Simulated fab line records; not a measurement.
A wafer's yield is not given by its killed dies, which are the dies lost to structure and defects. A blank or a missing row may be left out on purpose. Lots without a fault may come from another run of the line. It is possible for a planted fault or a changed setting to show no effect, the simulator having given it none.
A struck lot beside a sound one | flow n5-finfet | 15 steps out of a route of 1938
Sound: these wafers, L712.2, L712.3, L712.4. Struck: wafer L715.2 (left out: L715.1, a lot-mate that was not struck); the cause follows at the end.
For every step that has rows: the tool of each side, followed by ch and its chambers, followed by its first start. Under that, the readings that differ: sound wafers | struck wafers | difference of the means | sigmas: that difference in standard deviations of wafers without a fault.
alike: same words and numbers on both sides, and readings whose means sit less than 2 such deviations apart. not compared: any withheld reading, any reading some wafer has no value for, any bound like >300 that may hide the same value, and any number with overlapping values for which the record gives no deviation.
The two part at a step that has a row with sigmas, a row that says differs or no value, or rows on one side only. When numbers do not overlap yet have no deviation, they are printed without sigmas and do not part them. Lack of a reading on every wafer of one side parts them only where that side has two or more wafers.

N5_BEOL_M10_STRIP_77: strips in N2/H2, time 10 s.
  sound on rie-diel-06 ch 2,3; struck on rie-diel-03 ch 0
  reading             | sound             | struck | difference | sigmas
  h2-flow-sccm (sccm) | 198.8 199.4 199.3 | 200.9  | +1.7       | +3
  alike: drypump-motor-current-A, oes-product-au, rf-vpp-V, showerhead-plenum-p-Torr, throttle-valve-pct
  not compared: rf-hours-counter-h
N5_BEOL_M10_OCD_MEAS_38:
  sound on ocd-02, day 14 05:11; struck on ocd-01, day 15 13:38
  alike: trench-depth-nm
then, 4 steps without rows for these wafers: N5_BEOL_M10_HM_STRIP_39 (strips TiN in peroxide tin strip, target depth 25 nm, time 158 s); N5_BEOL_M10_SRD_40 (time 30 s); N5_BEOL_M10_PRECLEAN_42 (cleans in residue remover, time 60 s); N5_BEOL_M10_SRD_43 (time 30 s).
N5_BEOL_M10_CD_MEAS_35: target cd 70 nm.
  sound on cd-sem-03, day 14 05:20; struck on cd-sem-03, day 15 13:47
  alike: cd-nm
N5_BEOL_M10_CURE_72: cures SiCOH lowk, time 120 s.
  sound on uv-cure-01 ch 1, day 14 05:41; struck on uv-cure-02 ch 1, day 15 14:07
  reading            | sound             | struck | difference | sigmas
  lamp-power-pct (%) | 52.35 52.18 52.26 | 52.37  | +0.11      | +2
  alike: wafer_temp_C_max
then, 1 step without rows for these wafers: N5_BEOL_M10_DEGAS_44 (time 60 s).
N5_BEOL_M10_PRE_CLEAN_45: time 30 s.
  sound on pvd-sputter-01, day 14 06:23; struck on pvd-sputter-01, day 15 16:53
  alike: heater-power-w
then, 1 step without rows for these wafers: N5_BEOL_M10_ALD_74 (deposits TaN, target thk 2 nm, pulse time 2 s, purge time 3 s).
N5_BEOL_M10_SURFACE_TREAT_76:
  sound on pvd-sputter-02, day 14 06:47; struck on pvd-sputter-01, day 15 17:19
  not compared: throttle-valve-pct
N5_BEOL_M10_CVD_75: deposits Co from CCTBA/H2, target thk 2 nm, time 138.9 s.
  sound on cvd-co-02 ch 1,2, day 14 06:50; struck on cvd-co-01 ch 0, day 15 17:36
  reading          | sound             | struck | difference | sigmas
  run-length-s (s) | 161.0 161.1 161.4 | 158.9  | -2.3       | -6
  not compared: since-wet-clean-h
N5_BEOL_M10_SPUTTER_48: material Cu, target thk 12 nm, time 2 s.
  sound on pvd-sputter-01, day 14 07:01; struck on pvd-sputter-01, day 15 17:48
  alike: throttle-valve-pct
next, for these wafers, 1 step has no rows: N5_PASSIVATION_PROBE_49.

## WHERE THEY PART
First at N5_BEOL_M10_STRIP_77; last, within this record, at N5_BEOL_M10_CVD_75. Later steps at which nothing parts them and some readings are alike: N5_BEOL_M10_SPUTTER_48.

WHY: whatever the simulator had introduced
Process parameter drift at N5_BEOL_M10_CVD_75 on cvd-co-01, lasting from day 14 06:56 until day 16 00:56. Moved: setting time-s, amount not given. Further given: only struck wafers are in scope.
